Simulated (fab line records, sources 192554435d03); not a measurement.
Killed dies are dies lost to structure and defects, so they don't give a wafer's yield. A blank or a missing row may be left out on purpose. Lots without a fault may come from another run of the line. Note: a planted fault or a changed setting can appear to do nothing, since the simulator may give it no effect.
Split-lot experiment -- flow n5Finfet -- route with 1938 steps; 7 lots, 21 wafers read

## THE SPLIT
At N5_BEOL_M11_EXPOSE_08 (exposes mask M11), the setting doseMj was moved away from the recipe's 53.75 on 5 of the 21 wafers read, by -5.3% to +7.3%. This setting was run at the recipe's value on the other wafers.

## FROM THE SPLIT TO THE READING: what the file shows between them, 15 steps
- N5_BEOL_M11_PEB_09: peb time 60 s
- N5_BEOL_M11_DEVELOP_10: develop time 30 s
- N5_BEOL_M11_CD_MEAS_11: target cd 64.1 nm
- N5_BEOL_M11_DESCUM_16: chemistry O2, time 7.9 s
- N5_BEOL_M11_ETCH_61: etches SiARC in CF4, target depth 39 nm, time 65 s
- N5_BEOL_M11_ETCH_62: etches SOC in N2/H2, target depth 110 nm, overetch 22 nm, time 165 s
- N5_BEOL_M11_STRIP_68: strips in N2/H2
- N5_BEOL_M11_STRIP_67: strips in CF4
- N5_BEOL_M11_HM_OPEN_17: chemistry Cl2/BCl3, target TiN, target depth 20 nm, overetch 6 nm
- N5_BEOL_M11_STRIP_19: strips in O2
- N5_BEOL_M11_CD_MEAS_18: pitch 140 nm, target cd 70 nm
- N5_BEOL_M11_COAT_63: time 60 s, resist thk 100 nm
- N5_BEOL_M11_COAT_64: time 60 s, resist thk 30 nm
- N5_BEOL_M11_PRECLEAN_42: cleans in residue remover, time 60 s
- N5_BEOL_M11_SRD_43: time 30 s

## THE READING
cdNm, in nm, at N5_BEOL_M11_CD_MEAS_35 (target cd 70 nm). Typical for fault-free wafers on this fab line: 69.9 nm, with standard deviation 0.5 nm.

wafer,"tool, chamber at the split",doseMj as run,against the recipe,"cdNm, nm",against lot-mates on the recipe
L080.4,"arfiScanner-03, 0",53.75,recipe,68.6,-
L080.5,"arfiScanner-03, 0",53.75,recipe,68.7,-
L080.6,"arfiScanner-03, 0",53.75,recipe,69.6,-
L083.1,"arfiScanner-03, 0",53.75,recipe,69.7,-
L083.3,"arfiScanner-03, 0",57.7,+7.3%,73.5,+3.8
L083.4,"arfiScanner-03, 0",53.75,recipe,69.8,-
L082.1,"arfiScanner-01, 0",53.75,recipe,69.5,-
L082.3,"arfiScanner-01, 0",53.75,recipe,69.9,-
L082.4,"arfiScanner-01, 0",50.92,-5.3%,67.1,-2.6
L085.1,"arfiScanner-01, 0",53.75,recipe,70.2,-
L085.2,"arfiScanner-01, 0",56.06,+4.3%,72.8,+2.6
L085.3,"arfiScanner-01, 0",56.06,+4.3%,73.0,+2.8
L087.3,"arfiScanner-01, 0",53.75,recipe,70.7,-
L087.4,"arfiScanner-01, 0",53.75,recipe,70.3,-
L087.6,"arfiScanner-01, 0",53.75,recipe,70.2,-
L092.1,"arfiScanner-01, 0",53.75,recipe,70.4,-
L092.4,"arfiScanner-01, 0",53.75,recipe,69.6,-
L092.5,"arfiScanner-01, 0",57.28,+6.6%,73.9,+3.9
L093.1,"arfiScanner-01, 0",53.75,recipe,69.8,-
L093.4,"arfiScanner-01, 0",53.75,recipe,70.5,-
L093.6,"arfiScanner-01, 0",53.75,recipe,69.7,-

FIT RESULTS
A straight line over all 21 wafers: cdNm changes by +0.578 nm for each +1% of doseMj; r = +0.94; the points scatter about the line by 0.57 nm.
The same after taking each lot's own level away (the mean of its wafers on the recipe; 21 wafers): +0.552 nm for each +1%; r = +0.98; scatter 0.32 nm.
Per that fit: largest doseMj move, reading shift of 4.1 nm.
Across the lots, their own levels run from 68.97 to 70.40 nm, a range of 2.9 times the standard deviation given above.
So the lot-to-lot level changes the slope little: the two slopes agree.
Check: for one of the wafers moved furthest among these (+7.3%), held out of the fit, the line's prediction against its lot-mates is +4.28 nm. It came out at +3.75 nm against them.

## THE WHOLE CHAIN: every reading that the file lists as answering this split, in the file's order
step,what it does,reading,change (the file's fit),r (the file's)
N5_BEOL_M11_CD_MEAS_11,target cd 64.1 nm,cdNm,+0.569 nm for each +1% of the setting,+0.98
N5_BEOL_M11_ETCH_61,"etches SiARC in CF4, target depth 39 nm, time 65 s","BEOL_M11.cdOffsetNm (the simulator's own value, which no gauge read)",+0.566 nm for each +1% of the setting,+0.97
N5_BEOL_M11_ETCH_62,"etches SOC in N2/H2, target depth 110 nm, overetch 22 nm, time 165 s","BEOL_M11.cdOffsetNm (the simulator's own value, which no gauge read)",+0.578 nm for each +1% of the setting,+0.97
N5_BEOL_M11_CD_MEAS_18,"pitch 140 nm, target cd 70 nm",cdNm,+0.568 nm for each +1% of the setting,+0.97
N5_BEOL_M11_CD_MEAS_35,target cd 70 nm,cdNm,+0.546 nm for each +1% of the setting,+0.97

## THE FILE'S OWN FIT
cdNm changes by +0.546 nm for each +1% of doseMj, r = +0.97.
